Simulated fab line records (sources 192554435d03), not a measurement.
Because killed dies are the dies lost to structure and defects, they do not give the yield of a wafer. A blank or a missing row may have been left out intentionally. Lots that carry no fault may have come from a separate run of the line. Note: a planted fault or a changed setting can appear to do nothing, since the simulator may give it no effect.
fab line records	flow n5-finfet
record: lots: 24	wafers: 72	last-day: 18
route steps=1938 shown BEOL_M7@1331 BEOL_M8@1352
lots that met no fault: taken from a fault-free run of the same line
start-h: hours from the record's opening day to when the first of the lot's shown wafers began	wait-h: time in hours since the lot's previous step	" same as the row above	L1.1+2: a single row standing in for several wafers	- value missing, or start not given	* or withheld: withheld	< > ~ a bound
route shown NAME@n: names a module that has steps shown in the file, with the first one's number in the route	usual: the fault-free wafers' mean and standard deviation	same: alike in all rows	chamber/n: place in a boat	sites: the reading at each site	_std_site: the standard deviation of these	_edge_site: outer sites' mean less inner sites'	radius-mm: for every site, how far away it sits from the centre of the wafer	mask NAME#n: copy n	behind: the last tool/chamber to shape the wafer	hold: reason for holding the lot/hours on hold/outcome of the hold	device: transistor that didn't switch, given as n, p or np	end of line: tests of these same wafers at the route's end	a step with no rows: only its recipe	killed: not the wafer's yield, but the dies lost to structure and defects at the first sort	map: shows each die of a wafer: x if killed, . if not, _ if none is there
set.NAME: the run value of the setting; set.NAME@STEP: its run value at that earlier step	model.NAME: the simulator's own value behind a step, which no gauge read
one table for each step of the route and one row for each wafer, over a sample of lots
services: the hour from which a tool's chamber was out of use, counted from the record's first day as start-h (under 0 if before that day), plus the number of hours and why
== steps ==
step: N5_BEOL_M7_INSPECT_58
recipe: inspect-instrument: darkfield	mode: post-dep
usual: raw-defect-count: 75/24
lot.wafer	tool	chamber	start-h	wait-h	raw-defect-count
L074.3	defect-inspect-02	-	191.99	0.0	85
L074.4	"	-	"	"	88
L074.5	"	-	"	"	69
L075.2	defect-inspect-02	-	200.45	0.0	63
L075.5	"	-	"	"	27
L075.6	"	-	"	"	78
L076.1	defect-inspect-02	-	216.59	0.0	81
L076.4	"	-	"	"	87
L076.6	"	-	"	"	49
L080.3	defect-inspect-01	-	238.89	0.0	52
L080.4	"	-	"	"	65
L080.5	"	-	"	"	71
L078.1	defect-inspect-02	-	239.75	0.0	71
L078.2	"	-	"	"	108
L078.5	"	-	"	"	111
L077.3	defect-inspect-01	-	239.95	0.0	70
L077.5	"	-	"	"	48
L077.6	"	-	"	"	92
L079.3	defect-inspect-02	-	240.18	0.0	58
L079.4	"	-	"	"	72
L079.6	"	-	"	"	60
L082.2	defect-inspect-02	-	240.58	0.0	75
L082.3	"	-	"	"	105
L082.6	"	-	"	"	101
L083.2	defect-inspect-02	-	243.95	0.0	49
L083.5	"	-	"	"	49
L083.6	"	-	"	"	47
L081.1	defect-inspect-02	-	250.25	0.0	42
L081.5	"	-	"	"	41
L081.6	"	-	"	"	59
L084.1	defect-inspect-02	-	269.57	0.0	103
L084.3	"	-	"	"	68
L084.4	"	-	"	"	98
L085.1	defect-inspect-01	-	274.46	0.0	40
L085.4	"	-	"	"	43
L085.6	"	-	"	"	31
L086.1	defect-inspect-02	-	281.76	0.0	38
L086.3	"	-	"	"	65
L086.5	"	-	"	"	71
L088.1	defect-inspect-02	-	286.40	0.0	57
L088.3	"	-	"	"	74
L088.4	"	-	"	"	103
L087.1	defect-inspect-02	-	292.95	0.0	66
L087.4	"	-	"	"	114
L087.5	"	-	"	"	62
L089.1	defect-inspect-01	-	305.23	0.0	87
L089.4	"	-	"	"	103
L089.5	"	-	"	"	122
L090.1	defect-inspect-02	-	308.61	0.0	76
L090.2	"	-	"	"	106
L090.5	"	-	"	"	41
L091.2	defect-inspect-02	-	312.72	0.0	104
L091.3	"	-	"	"	138
L091.6	"	-	"	"	161
L092.2	defect-inspect-02	-	313.09	0.0	65
L092.3	"	-	"	"	88
L092.4	"	-	"	"	52
L093.1	defect-inspect-02	-	317.89	0.0	53
L093.3	"	-	"	"	66
L093.6	"	-	"	"	101
L094.2	defect-inspect-02	-	329.92	0.0	84
L094.3	"	-	"	"	46
L094.5	"	-	"	"	76
L095.1	defect-inspect-02	-	334.93	0.0	57
L095.3	"	-	"	"	99
L095.4	"	-	"	"	104
L096.1	defect-inspect-01	-	344.05	0.0	89
L096.3	"	-	"	"	104
L096.5	"	-	"	"	101
L097.1	defect-inspect-02	-	346.00	0.0	68
L097.3	"	-	"	"	78
L097.5	"	-	"	"	77
step: N5_BEOL_M8_STRIP_67
recipe: chemistry: CF4	resist: SiARC	power-w: 300	bias-power-w: 75	pressure-mtorr: 50	cf4-flow-sccm: 150	rf-frequency-hz: 6e+07
usual: drypump-motor-current-A: 5.7/0.45	oes-product-au: 0.81/0.092	rf-vpp-V: 271.7/1.5	showerhead-plenum-p-Torr: 1.82/0.052	throttle-valve-pct: 13.46/0.17
lot.wafer	tool	chamber	start-h	wait-h	drypump-motor-current-A	oes-product-au	rf-hours-counter-h	rf-vpp-V	showerhead-plenum-p-Torr	throttle-valve-pct
L074.3	rie-diel-03	0	194.30	0.0	5.6	0.72	199	270.5	1.78	13.53
L074.4	"	1	"	"	5.3	0.82	-	272.4	1.83	13.41
L074.5	"	2	"	"	5.4	0.80	-	268.2	1.80	13.36
L075.2	rie-diel-02	0	204.96	0.0	5.3	0.72	212	269.1	1.72	13.60
L075.5	"	0	"	"	5.3	0.71	-	270.1	1.72	13.63
L075.6	"	1	"	"	6.2	0.71	-	271.5	1.83	13.60
L076.1	rie-diel-03	2	222.08	0.0	5.4	0.78	116	272.7	1.80	13.37
L076.4	"	0	"	"	5.6	0.72	207	269.5	1.78	13.56
L076.6	"	2	"	"	5.4	0.78	-	272.2	1.79	13.39
L080.3	rie-diel-02	2	240.79	0.0	5.2	0.69	249	270.4	1.83	13.96
L080.4	"	0	"	"	5.3	0.70	223	268.2	1.72	13.64
L080.5	"	1	"	"	6.2	0.71	-	271.7	1.83	13.63
L078.1	rie-diel-03	3	242.40	0.0	5.7	0.92	18	273.2	1.89	13.35
L078.2	"	1	"	"	5.3	0.81	94	272.3	1.82	13.43
L078.5	"	2	"	"	5.4	0.77	-	270.5	1.79	13.40
L077.3	rie-diel-02	3	242.56	0.0	5.6	0.72	194	271.0	1.76	13.55
L077.5	"	3	"	"	5.6	0.71	-	271.5	1.76	13.56
L077.6	"	1	"	"	6.3	0.71	-	273.1	1.83	13.63
L079.3	rie-diel-03	2	243.05	0.0	5.4	0.77	123	270.1	1.79	13.41
L079.4	"	1	"	"	5.3	0.81	95	270.5	1.82	13.42
L079.6	"	1	"	"	5.3	0.81	-	271.9	1.82	13.42
L082.2	rie-diel-03	0	243.31	0.0	5.6	0.71	213	270.4	1.78	13.57
L082.3	"	3	"	"	5.7	0.92	19	272.3	1.89	13.35
L082.6	"	0	"	"	5.6	0.71	-	271.2	1.78	13.55
L083.2	rie-diel-03	3	246.02	0.0	5.7	0.92	20	273.7	1.89	13.35
L083.5	"	0	"	"	5.6	0.71	-	271.2	1.78	13.56
L083.6	"	3	"	"	5.7	0.92	-	273.4	1.89	13.35
L081.1	rie-diel-04	2	253.25	0.0	5.6	1.00	0	274.3	1.91	13.28
L081.5	"	3	"	"	6.4	0.84	-	271.1	1.81	13.56
L081.6	"	2	"	"	5.6	1.00	-	273.1	1.91	13.30
L084.1	rie-diel-04	1	272.11	0.0	6.3	0.90	26	270.9	1.75	13.17
L084.3	"	2	"	"	5.6	0.95	7	272.0	1.91	13.32
L084.4	"	3	"	"	6.4	0.83	73	271.6	1.81	13.56
L085.1	rie-diel-03	0	277.34	0.0	5.6	0.71	223	269.6	1.78	13.58
L085.4	"	3	"	"	5.7	0.89	31	273.6	1.89	13.40
L085.6	"	3	"	"	5.7	0.89	-	273.4	1.89	13.39
L086.1	rie-diel-03	3	285.36	0.0	5.7	0.89	34	272.7	1.89	13.39
L086.3	"	2	"	"	5.4	0.77	138	270.3	1.79	13.45
L086.5	"	0	"	"	5.6	0.71	-	271.3	1.78	13.58
L088.1	rie-diel-04	1	291.02	0.0	6.3	0.88	33	270.3	1.75	13.19
L088.3	"	2	"	"	5.6	0.94	14	272.5	1.91	13.33
L088.4	"	3	"	"	6.4	0.81	80	271.5	1.81	13.59
L087.1	rie-diel-02	1	294.64	0.0	6.3	0.98	2	272.0	1.83	13.10
L087.4	"	2	"	"	5.2	0.96	10	271.4	1.83	13.44
L087.5	"	1	"	"	6.2	0.97	-	272.1	1.83	13.09
L089.1	rie-diel-02	1	307.34	0.0	6.2	0.95	7	273.2	1.82	13.09
L089.4	"	2	"	"	5.2	0.94	-	273.1	1.83	13.45
L089.5	"	1	"	"	6.2	0.95	-	271.9	1.82	13.09
L090.1	rie-diel-04	2	310.94	0.0	5.6	0.93	20	272.0	1.90	13.34
L090.2	"	0	"	"	6.7	0.84	48	274.3	1.89	13.50
L090.5	"	1	"	"	6.3	0.89	-	269.6	1.75	13.18
L091.2	rie-diel-04	1	315.20	0.0	6.3	0.89	41	270.4	1.75	13.21
L091.3	"	0	"	"	6.7	0.84	49	273.2	1.89	13.52
L091.6	"	0	"	"	6.7	0.84	-	271.6	1.89	13.54
L092.2	rie-diel-02	2	315.23	0.0	5.2	0.92	20	274.0	1.82	13.46
L092.3	"	3	"	"	5.6	0.69	230	270.1	1.75	13.64
L092.4	"	3	"	"	5.6	0.70	-	270.0	1.75	13.62
L093.1	rie-diel-03	1	319.66	0.0	5.3	0.79	120	272.6	1.82	13.51
L093.3	"	0	"	"	5.6	0.70	236	270.4	1.77	13.62
L093.6	"	1	"	"	5.3	0.78	-	271.3	1.82	13.49
L094.2	rie-diel-02	0	331.53	0.0	5.3	0.96	4	272.9	1.92	13.13
L094.3	"	2	"	"	5.2	0.92	26	272.0	1.82	13.47
L094.5	"	0	"	"	5.3	0.95	-	273.1	1.92	13.13
L095.1	rie-diel-02	0	337.06	0.0	5.3	0.94	5	274.5	1.92	13.16
L095.3	"	1	"	"	6.2	0.91	19	272.6	1.82	13.13
L095.4	"	3	"	"	5.6	0.69	237	269.8	1.75	13.65
L096.1	rie-diel-03	1	346.45	0.0	5.3	0.78	129	271.2	1.81	13.51
L096.3	"	0	"	"	5.6	0.69	246	271.3	1.77	13.63
L096.5	"	1	"	"	5.3	0.78	-	273.0	1.81	13.52
L097.1	rie-diel-03	2	351.51	0.0	5.4	0.75	158	273.2	1.78	13.48
L097.3	"	3	"	"	5.7	0.86	57	273.1	1.88	13.44
L097.5	"	1	"	"	5.3	0.78	-	270.5	1.81	13.51
step: N5_BEOL_M8_STRIP_36
recipe: chemistry: N2/H2	power-w: 450	temp-c: 40	pressure-mtorr: 20	rf-frequency-hz: 6e+07	overash-fraction: 0.3	bias-power-w: 7	h2-frac: 0.5	n2-flow-sccm: 200	h2-flow-sccm: 200
usual: drypump-motor-current-A: 5.8/0.48	oes-product-au: 0.82/0.092	rf-vpp-V: 59.3/1.5	showerhead-plenum-p-Torr: 2.57/0.084	throttle-valve-pct: 23.55/0.29
lot.wafer	tool	chamber	start-h	wait-h	drypump-motor-current-A	oes-product-au	rf-hours-counter-h	rf-vpp-V	showerhead-plenum-p-Torr	throttle-valve-pct
L074.3	rie-diel-02	2	197.91	0.0	5.2	0.69	235	59.9	2.63	24.26
L074.4	"	3	"	"	5.6	0.73	179	60.9	2.52	23.66
L074.5	"	2	"	"	5.2	0.70	-	60.7	2.63	24.27
L075.2	rie-diel-04	3	205.84	0.0	6.4	0.88	48	59.0	2.58	23.57
L075.5	"	2	"	"	5.6	0.71	-	59.1	2.40	23.74
L075.6	"	1	"	"	6.3	1.01	-	60.7	2.49	23.14
L076.1	rie-diel-04	3	225.45	0.0	6.4	0.87	54	59.0	2.57	23.60
L076.4	"	1	"	"	6.3	0.96	8	58.0	2.49	23.14
L076.6	"	0	"	"	6.7	0.92	-	61.0	2.72	23.69
L080.3	rie-diel-02	0	241.76	0.0	5.3	0.70	223	58.9	2.39	23.33
L080.4	"	2	"	"	5.2	0.68	250	57.8	2.63	24.32
L080.5	"	2	"	"	5.2	0.69	-	62.1	2.63	24.31
L078.1	rie-diel-04	3	243.59	0.0	6.4	0.87	62	57.7	2.57	23.63
L078.2	"	1	"	"	6.3	0.94	15	56.5	2.49	23.20
L078.5	"	0	"	"	6.7	0.89	-	59.8	2.72	23.72
L077.3	rie-diel-04	1	243.99	0.0	6.3	0.93	16	57.9	2.48	23.21
L077.5	"	3	"	"	6.4	0.86	-	58.1	2.57	23.60
L077.6	"	0	"	"	6.7	0.89	-	60.8	2.72	23.76
L079.3	rie-diel-04	1	244.93	0.0	6.3	0.93	16	58.3	2.49	23.15
L079.4	"	0	"	"	6.7	0.88	-	57.6	2.72	23.71
L079.6	"	3	"	"	6.4	0.86	-	59.2	2.57	23.62
L082.2	rie-diel-03	0	245.53	0.0	5.6	0.71	214	54.8	2.52	24.03
L082.3	"	3	"	"	5.7	0.93	20	58.1	2.69	23.35
L082.6	"	1	"	"	5.3	0.81	-	58.8	2.57	23.36
L083.2	rie-diel-03	0	247.59	0.0	5.6	0.71	215	58.6	2.52	24.02
L083.5	"	0	"	"	5.6	0.71	-	60.9	2.53	24.04
L083.6	"	1	"	"	5.3	0.82	-	63.7	2.57	23.33
L081.1	rie-diel-03	0	254.13	0.0	5.6	0.71	218	59.1	2.52	24.01
L081.5	"	1	"	"	5.3	0.81	-	59.3	2.57	23.36
L081.6	"	2	"	"	5.4	0.77	-	59.7	2.53	23.32
L084.1	rie-diel-03	3	273.16	0.0	5.7	0.90	30	58.7	2.68	23.37
L084.3	"	0	"	"	5.6	0.72	222	61.5	2.52	24.01
L084.4	"	2	"	"	5.5	0.77	134	57.7	2.53	23.33
L085.1	rie-diel-03	0	279.54	0.0	5.7	0.70	224	61.8	2.52	24.03
L085.4	"	1	"	"	5.3	0.79	108	59.3	2.56	23.36
L085.6	"	0	"	"	5.7	0.71	-	59.4	2.52	24.02
L086.1	rie-diel-03	1	289.90	0.0	5.3	0.80	111	61.4	2.56	23.35
L086.3	"	3	"	"	5.7	0.89	36	59.7	2.68	23.41
L086.5	"	1	"	"	5.3	0.81	-	58.8	2.56	23.35
L088.1	rie-diel-02	3	292.23	0.0	5.6	0.69	219	59.2	2.51	23.73
L088.3	"	2	"	"	5.2	0.97	9	58.0	2.62	24.01
L088.4	"	1	"	"	6.2	0.97	2	57.4	2.61	23.46
L087.1	rie-diel-03	3	298.12	0.0	5.7	0.89	37	58.8	2.68	23.42
L087.4	"	0	"	"	5.6	0.70	229	59.1	2.52	24.05
L087.5	"	2	"	"	5.4	0.75	-	62.7	2.52	23.34
L089.1	rie-diel-04	0	309.31	0.0	6.7	0.87	47	59.0	2.71	23.74
L089.4	"	2	"	"	5.6	0.93	19	59.3	2.71	23.29
L089.5	"	1	"	"	6.3	0.89	-	57.1	2.48	23.22
L090.1	rie-diel-02	3	313.32	0.0	5.6	0.68	228	58.6	2.50	23.74
L090.2	"	2	"	"	5.2	0.94	18	61.2	2.62	24.05
L090.5	"	1	"	"	6.3	0.94	-	56.6	2.60	23.47
L091.2	rie-diel-02	2	317.56	0.0	5.2	0.94	21	60.4	2.62	24.04
L091.3	"	3	"	"	5.6	0.70	230	59.2	2.50	23.72
L091.6	"	2	"	"	5.2	0.93	-	60.2	2.62	24.05
L092.2	rie-diel-03	1	318.00	0.0	5.3	0.81	120	57.2	2.56	23.36
L092.3	"	3	"	"	5.7	0.88	45	60.1	2.68	23.40
L092.4	"	3	"	"	5.7	0.88	-	60.9	2.68	23.40
L093.1	rie-diel-03	3	323.63	0.0	5.7	0.88	47	57.9	2.68	23.39
L093.3	"	2	"	"	5.5	0.75	148	60.4	2.52	23.35
L093.6	"	3	"	"	5.7	0.88	-	61.5	2.68	23.38
L094.2	rie-diel-04	0	333.09	0.0	6.7	0.85	56	60.3	2.70	23.75
L094.3	"	1	"	"	6.3	0.89	47	57.7	2.47	23.22
L094.5	"	0	"	"	6.7	0.84	-	59.6	2.70	23.76
L095.1	rie-diel-02	0	338.23	0.0	5.3	0.94	5	58.7	2.69	22.97
L095.3	"	2	"	"	5.2	0.92	28	59.7	2.61	24.07
L095.4	"	3	"	"	5.6	0.68	238	59.5	2.50	23.71
L096.1	rie-diel-03	3	349.59	0.0	5.7	0.86	56	58.4	2.67	23.42
L096.3	"	2	"	"	5.5	0.75	157	59.3	2.52	23.36
L096.5	"	2	"	"	5.4	0.75	-	60.9	2.52	23.39
L097.1	rie-diel-03	1	355.18	0.0	5.3	0.78	134	59.3	2.55	23.42
L097.3	"	2	"	"	5.5	0.75	160	58.3	2.52	23.40
L097.5	"	3	"	"	5.7	0.86	-	57.9	2.67	23.39
step: N5_BEOL_M8_DEGAS_44
recipe: ambient: vacuum	temp-c: 250	time-s: 60
usual: heater-power-w: 331/27
lot.wafer	tool	chamber	start-h	wait-h	heater-power-w
L074.3	pvd-sputter-01	-	198.92	0.3	364
L074.4	"	-	"	"	298
L074.5	"	-	"	"	361
L075.2	pvd-sputter-02	-	206.62	0.3	344
L075.5	"	-	"	"	340
L075.6	"	-	"	"	348
L076.1	pvd-sputter-01	-	226.28	0.4	293
L076.4	"	-	"	"	336
L076.6	"	-	"	"	362
L080.3	pvd-sputter-01	-	242.60	0.3	340
L080.4	"	-	"	"	286
L080.5	"	-	"	"	362
L078.1	pvd-sputter-02	-	244.47	0.4	300
L078.2	"	-	"	"	350
L078.5	"	-	"	"	351
L077.3	pvd-sputter-01	-	245.24	0.6	371
L077.5	"	-	"	"	282
L077.6	"	-	"	"	365
L079.3	pvd-sputter-01	-	246.04	0.6	352
L079.4	"	-	"	"	284
L079.6	"	-	"	"	292
L082.2	pvd-sputter-02	-	247.15	1.1	349
L082.3	"	-	"	"	344
L082.6	"	-	"	"	349
L083.2	pvd-sputter-01	-	248.62	0.5	367
L083.5	"	-	"	"	282
L083.6	"	-	"	"	346
L081.1	pvd-sputter-03	-	254.86	0.3	361
L081.5	"	-	"	"	365
L081.6	"	-	"	"	329
L084.1	pvd-sputter-02	-	274.08	0.5	348
L084.3	"	-	"	"	299
L084.4	"	-	"	"	345
L085.1	pvd-sputter-03	-	280.64	0.5	351
L085.4	"	-	"	"	366
L085.6	"	-	"	"	328
L086.1	pvd-sputter-02	-	291.00	0.7	336
L086.3	"	-	"	"	332
L086.5	"	-	"	"	348
L088.1	pvd-sputter-01	-	293.33	0.7	345
L088.3	"	-	"	"	282
L088.4	"	-	"	"	288
L087.1	pvd-sputter-03	-	299.16	0.6	323
L087.4	"	-	"	"	359
L087.5	"	-	"	"	315
L089.1	pvd-sputter-02	-	310.15	0.4	339
L089.4	"	-	"	"	302
L089.5	"	-	"	"	331
L090.1	pvd-sputter-03	-	314.08	0.3	316
L090.2	"	-	"	"	356
L090.5	"	-	"	"	358
L091.2	pvd-sputter-03	-	318.59	0.5	327
L091.3	"	-	"	"	316
L091.6	"	-	"	"	328
L092.2	pvd-sputter-03	-	318.75	0.2	361
L092.3	"	-	"	"	306
L092.4	"	-	"	"	325
L093.1	pvd-sputter-01	-	324.71	0.6	357
L093.3	"	-	"	"	285
L093.6	"	-	"	"	289
L094.2	pvd-sputter-02	-	333.84	0.3	318
L094.3	"	-	"	"	342
L094.5	"	-	"	"	328
L095.1	pvd-sputter-02	-	339.04	0.4	306
L095.3	"	-	"	"	350
L095.4	"	-	"	"	331
L096.1	pvd-sputter-03	-	352.39	2.3	353
L096.3	"	-	"	"	372
L096.5	"	-	"	"	358
L097.1	pvd-sputter-02	-	359.24	3.6	300
L097.3	"	-	"	"	337
L097.5	"	-	"	"	295
step: N5_BEOL_M8_PRE_CLEAN_45
recipe: gas: H2/He	time-s: 30	temp-c: 250
usual: heater-power-w: 331/26
lot.wafer	tool	chamber	start-h	wait-h	heater-power-w
L074.3	pvd-sputter-01	-	198.96	0.0	356
L074.4	"	-	"	"	300
L074.5	"	-	"	"	372
L075.2	pvd-sputter-02	-	206.66	0.0	344
L075.5	"	-	"	"	339
L075.6	"	-	"	"	346
L076.1	pvd-sputter-01	-	226.32	0.0	291
L076.4	"	-	"	"	346
L076.6	"	-	"	"	364
L080.3	pvd-sputter-01	-	242.64	0.0	347
L080.4	"	-	"	"	286
L080.5	"	-	"	"	361
L078.1	pvd-sputter-02	-	244.51	0.0	312
L078.2	"	-	"	"	352
L078.5	"	-	"	"	349
L077.3	pvd-sputter-01	-	245.28	0.0	362
L077.5	"	-	"	"	292
L077.6	"	-	"	"	376
L079.3	pvd-sputter-01	-	246.08	0.0	370
L079.4	"	-	"	"	287
L079.6	"	-	"	"	290
L082.2	pvd-sputter-02	-	247.19	0.0	345
L082.3	"	-	"	"	331
L082.6	"	-	"	"	335
L083.2	pvd-sputter-01	-	248.66	0.0	372
L083.5	"	-	"	"	291
L083.6	"	-	"	"	340
L081.1	pvd-sputter-03	-	254.90	0.0	351
L081.5	"	-	"	"	357
L081.6	"	-	"	"	321
L084.1	pvd-sputter-02	-	274.13	0.0	336
L084.3	"	-	"	"	305
L084.4	"	-	"	"	350
L085.1	pvd-sputter-03	-	280.68	0.0	348
L085.4	"	-	"	"	362
L085.6	"	-	"	"	325
L086.1	pvd-sputter-02	-	291.04	0.0	334
L086.3	"	-	"	"	346
L086.5	"	-	"	"	344
L088.1	pvd-sputter-01	-	293.37	0.0	332
L088.3	"	-	"	"	286
L088.4	"	-	"	"	281
L087.1	pvd-sputter-03	-	299.20	0.0	317
L087.4	"	-	"	"	353
L087.5	"	-	"	"	315
L089.1	pvd-sputter-02	-	310.19	0.0	344
L089.4	"	-	"	"	297
L089.5	"	-	"	"	336
L090.1	pvd-sputter-03	-	314.12	0.0	318
L090.2	"	-	"	"	364
L090.5	"	-	"	"	361
L091.2	pvd-sputter-03	-	318.63	0.0	322
L091.3	"	-	"	"	312
L091.6	"	-	"	"	320
L092.2	pvd-sputter-03	-	318.79	0.0	356
L092.3	"	-	"	"	319
L092.4	"	-	"	"	325
L093.1	pvd-sputter-01	-	324.75	0.0	357
L093.3	"	-	"	"	285
L093.6	"	-	"	"	286
L094.2	pvd-sputter-02	-	333.88	0.0	339
L094.3	"	-	"	"	348
L094.5	"	-	"	"	334
L095.1	pvd-sputter-02	-	339.08	0.0	305
L095.3	"	-	"	"	344
L095.4	"	-	"	"	342
L096.1	pvd-sputter-03	-	352.43	0.0	355
L096.3	"	-	"	"	370
L096.5	"	-	"	"	359
L097.1	pvd-sputter-02	-	359.28	0.0	303
L097.3	"	-	"	"	335
L097.5	"	-	"	"	305
step: N5_BEOL_M8_SPUTTER_48
recipe: material: Cu	target-thk-a: 100	temp-c: -20	bias-v: 60	power-w: 26000	chamber-pressure-pa: 0.13	time-s: 1.667
usual: throttle-valve-pct: 30.0/1.2
lot.wafer	tool	chamber	start-h	wait-h	throttle-valve-pct
L074.3	pvd-sputter-01	-	199.58	0.1	30.1
L074.4	"	-	"	"	31.8
L074.5	"	-	"	"	28.0
L075.2	pvd-sputter-03	-	207.18	0.1	28.5
L075.5	"	-	"	"	28.8
L075.6	"	-	"	"	31.0
L076.1	pvd-sputter-02	-	226.98	0.1	29.3
L076.4	"	-	"	"	30.5
L076.6	"	-	"	"	29.7
L080.3	pvd-sputter-01	-	243.24	0.1	30.1
L080.4	"	-	"	"	28.2
L080.5	"	-	"	"	28.2
L078.1	pvd-sputter-03	-	245.34	0.1	30.7
L078.2	"	-	"	"	28.5
L078.5	"	-	"	"	28.7
L077.3	pvd-sputter-01	-	245.96	0.1	30.1
L077.5	"	-	"	"	28.1
L077.6	"	-	"	"	30.4
L079.3	pvd-sputter-02	-	247.03	0.2	30.1
L079.4	"	-	"	"	29.1
L079.6	"	-	"	"	29.9
L082.2	pvd-sputter-02	-	248.03	0.1	32.2
L082.3	"	-	"	"	29.4
L082.6	"	-	"	"	30.4
L083.2	pvd-sputter-02	-	249.29	0.1	30.4
L083.5	"	-	"	"	30.0
L083.6	"	-	"	"	29.9
L081.1	pvd-sputter-03	-	256.79	0.1	29.1
L081.5	"	-	"	"	28.9
L081.6	"	-	"	"	31.1
L084.1	pvd-sputter-03	-	276.31	0.4	31.0
L084.3	"	-	"	"	28.7
L084.4	"	-	"	"	28.7
L085.1	pvd-sputter-02	-	281.42	0.2	29.7
L085.4	"	-	"	"	30.2
L085.6	"	-	"	"	30.0
L086.1	pvd-sputter-01	-	292.31	0.4	28.3
L086.3	"	-	"	"	30.0
L086.5	"	-	"	"	30.1
L088.1	pvd-sputter-03	-	294.58	0.5	28.8
L088.3	"	-	"	"	31.0
L088.4	"	-	"	"	29.1
L087.1	pvd-sputter-01	-	299.83	0.1	31.3
L087.4	"	-	"	"	30.3
L087.5	"	-	"	"	30.5
L089.1	pvd-sputter-01	-	311.25	0.3	30.2
L089.4	"	-	"	"	31.5
L089.5	"	-	"	"	31.6
L090.1	pvd-sputter-01	-	314.65	0.1	30.1
L090.2	"	-	"	"	31.9
L090.5	"	-	"	"	30.3
L091.2	pvd-sputter-01	-	319.32	0.1	31.6
L091.3	"	-	"	"	30.1
L091.6	"	-	"	"	31.6
L092.2	pvd-sputter-02	-	319.57	0.2	30.1
L092.3	"	-	"	"	32.2
L092.4	"	-	"	"	29.3
L093.1	pvd-sputter-02	-	327.31	0.1	29.3
L093.3	"	-	"	"	30.3
L093.6	"	-	"	"	30.4
L094.2	pvd-sputter-02	-	334.42	0.1	32.3
L094.3	"	-	"	"	29.3
L094.5	"	-	"	"	30.3
L095.1	pvd-sputter-03	-	339.61	0.1	31.3
L095.3	"	-	"	"	28.7
L095.4	"	-	"	"	28.7
L096.1	pvd-sputter-03	-	354.31	0.2	29.1
L096.3	"	-	"	"	28.5
L096.5	"	-	"	"	28.8
L097.1	pvd-sputter-01	-	359.94	0.1	31.4
L097.3	"	-	"	"	29.9
L097.5	"	-	"	"	31.6
== services ==
tool	chamber	start-h	hours	kind
rie-diel-03	3	189.80	9.6	repair
rie-diel-03	-	219.02	2.8	pm
pvd-sputter-01	-	231.67	2.2	repair
pvd-sputter-01	-	236.50	2.7	repair
rie-diel-02	2	241.92	-	clean
rie-diel-02	2	241.92	-	consumable-replace:focus-ring
rie-diel-02	2	241.92	31.1	scheduled-down
rie-diel-02	2	241.92	31.1	vent-cycle
rie-diel-03	0	259.75	6.6	repair
rie-diel-02	0	261.10	2.4	repair
rie-diel-02	1	273.09	-	clean
rie-diel-02	1	273.09	-	consumable-replace:focus-ring
rie-diel-02	1	273.09	16.4	scheduled-down
rie-diel-03	0	310.73	1.4	repair
rie-diel-03	2	316.71	5.3	repair
pvd-sputter-01	-	339.12	1.2	repair
rie-diel-04	3	341.69	14.3	repair
rie-diel-02	-	344.12	2.0	repair
rie-diel-04	1	345.68	5.8	repair
rie-diel-04	-	346.66	14.6	pm
rie-diel-03	0	353.91	-	clean
rie-diel-03	0	353.91	-	consumable-replace:focus-ring
rie-diel-03	0	353.91	15.8	scheduled-down
rie-diel-03	0	353.91	15.8	vent-cycle
== key ==
fault none
